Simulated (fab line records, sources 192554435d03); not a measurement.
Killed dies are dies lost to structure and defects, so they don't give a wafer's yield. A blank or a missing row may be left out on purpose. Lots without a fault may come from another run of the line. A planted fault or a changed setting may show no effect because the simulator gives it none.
Split-lot experiment | flow n5_finfet | 7 lots, 39 wafers read, on a route of 1938 steps

THE SPLIT
At N5_SD_EPI_N_ETCH_45 (etches SiOCN in CH3F/O2, target depth 6 nm), the setting target_depth_a was moved away from the recipe's 60 angstrom on 15 of the 39 wafers read, by -30.3% to +49.2%. The other wafers ran this setting at the recipe's value.

The reading is taken at the split's own step.

THE READING
etch.depth_nm (the simulator's own value, which no gauge read), in nm, at N5_SD_EPI_N_ETCH_45 (etches SiOCN in CH3F/O2, target depth 6 nm). The file gives no usual value for it. The 24 wafers here that ran the recipe average 6.024 nm, standard deviation 0.1 nm.

wafer  | tool, chamber at the split | target_depth_a as run, angstrom | against the recipe | etch.depth_nm, nm | against lot-mates on the recipe
L074.1 | rie_diel-05, 1             | 89.54                           | +49.2%             | 9.235             | +3.174
L074.2 | rie_diel-05, 0             | 89.54                           | +49.2%             | 8.877             | +2.816
L074.3 | rie_diel-05, 2             | 89.54                           | +49.2%             | 8.931             | +2.870
L074.4 | rie_diel-05, 0             | 60                              | recipe             | 6.02              | -
L074.5 | rie_diel-05, 1             | 60                              | recipe             | 6.132             | -
L074.6 | rie_diel-05, 2             | 60                              | recipe             | 6.031             | -
L075.1 | rie_diel-02, 3             | 60                              | recipe             | 6.03              | -
L075.2 | rie_diel-02, 1             | 60                              | recipe             | 6.034             | -
L075.3 | rie_diel-02, 2             | 41.8                            | -30.3%             | 4.226             | -1.826
L075.4 | rie_diel-02, 0             | 41.8                            | -30.3%             | 4.327             | -1.725
L075.5 | rie_diel-02, 2             | 60                              | recipe             | 6.091             | -
L075.6 | rie_diel-02, 1             | 41.8                            | -30.3%             | 4.193             | -1.859
L083.1 | rie_diel-06, 0             | 60                              | recipe             | 6.082             | -
L083.2 | rie_diel-06, 3             | 60                              | recipe             | 5.836             | -
L083.5 | rie_diel-06, 1             | 60                              | recipe             | 5.948             | -
L089.1 | rie_diel-02, 1             | 60                              | recipe             | 5.985             | -
L089.2 | rie_diel-02, 0             | 89.07                           | +48.4%             | 9.218             | +3.181
L089.3 | rie_diel-02, 2             | 60                              | recipe             | 6.076             | -
L089.4 | rie_diel-02, 3             | 60                              | recipe             | 6.05              | -
L089.5 | rie_diel-02, 1             | 89.07                           | +48.4%             | 8.866             | +2.829
L089.6 | rie_diel-02, 2             | 89.07                           | +48.4%             | 9.042             | +3.005
L091.1 | rie_diel-02, 0             | 77.65                           | +29.4%             | 8.051             | +2.015
L091.2 | rie_diel-02, 2             | 60                              | recipe             | 6.033             | -
L091.3 | rie_diel-02, 3             | 77.65                           | +29.4%             | 7.853             | +1.817
L091.4 | rie_diel-02, 1             | 60                              | recipe             | 6.037             | -
L091.5 | rie_diel-02, 3             | 60                              | recipe             | 6.039             | -
L091.6 | rie_diel-02, 0             | 77.65                           | +29.4%             | 8.001             | +1.965
L092.1 | rie_diel-02, 0             | 60                              | recipe             | 6.18              | -
L092.2 | rie_diel-02, 1             | 47.98                           | -20.0%             | 4.848             | -1.268
L092.3 | rie_diel-02, 3             | 60                              | recipe             | 6.095             | -
L092.4 | rie_diel-02, 2             | 60                              | recipe             | 6.073             | -
L092.5 | rie_diel-02, 3             | 47.98                           | -20.0%             | 4.863             | -1.253
L092.6 | rie_diel-02, 2             | 47.98                           | -20.0%             | 4.878             | -1.238
L094.1 | rie_diel-06, 0             | 60                              | recipe             | 6.069             | -
L094.2 | rie_diel-06, 2             | 60                              | recipe             | 6.094             | -
L094.3 | rie_diel-06, 3             | 60                              | recipe             | 5.73              | -
L094.4 | rie_diel-06, 3             | 60                              | recipe             | 5.778             | -
L094.5 | rie_diel-06, 2             | 60                              | recipe             | 6.083             | -
L094.6 | rie_diel-06, 0             | 60                              | recipe             | 6.039             | -

THE FIT
A straight line over all 39 wafers: etch.depth_nm changes by +0.0612 nm for each +1% of target_depth_a; r = +1.00; the points scatter about the line by 0.12 nm.
The same after taking each lot's own level away (the mean of its wafers on the recipe; 39 wafers): +0.0613 nm for each +1%; r = +1.00; scatter 0.11 nm.
On that fit, the largest move of target_depth_a shifts the reading by 3 nm.
The lots' own levels span 5.9553 to 6.1160 nm, that is 1.6 times the standard deviation above.
So the lot-to-lot level changes the slope little: the two slopes agree.
Check: with one of the wafers moved furthest among these (+49.2%) left out of the fit, the line predicts +3.01 nm for it against its lot-mates. It came out at +3.17 nm against them.

OTHER SPLITS ON THESE WAFERS
These wafers also went through other splits before the reading. Each is held against what the fit with the lots' levels taken away leaves over:
other split on the same wafers          | wafers away from the commonest value | r with etch.depth_nm (lot level and that fit taken away)
N5_ZERO_LAYER_DEVELOP_10 develop_time_s | 15                                   | -0.08

THE FILE'S OWN FIT
etch.depth_nm changes by +0.0615 nm for each +1% of target_depth_a, r = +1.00.
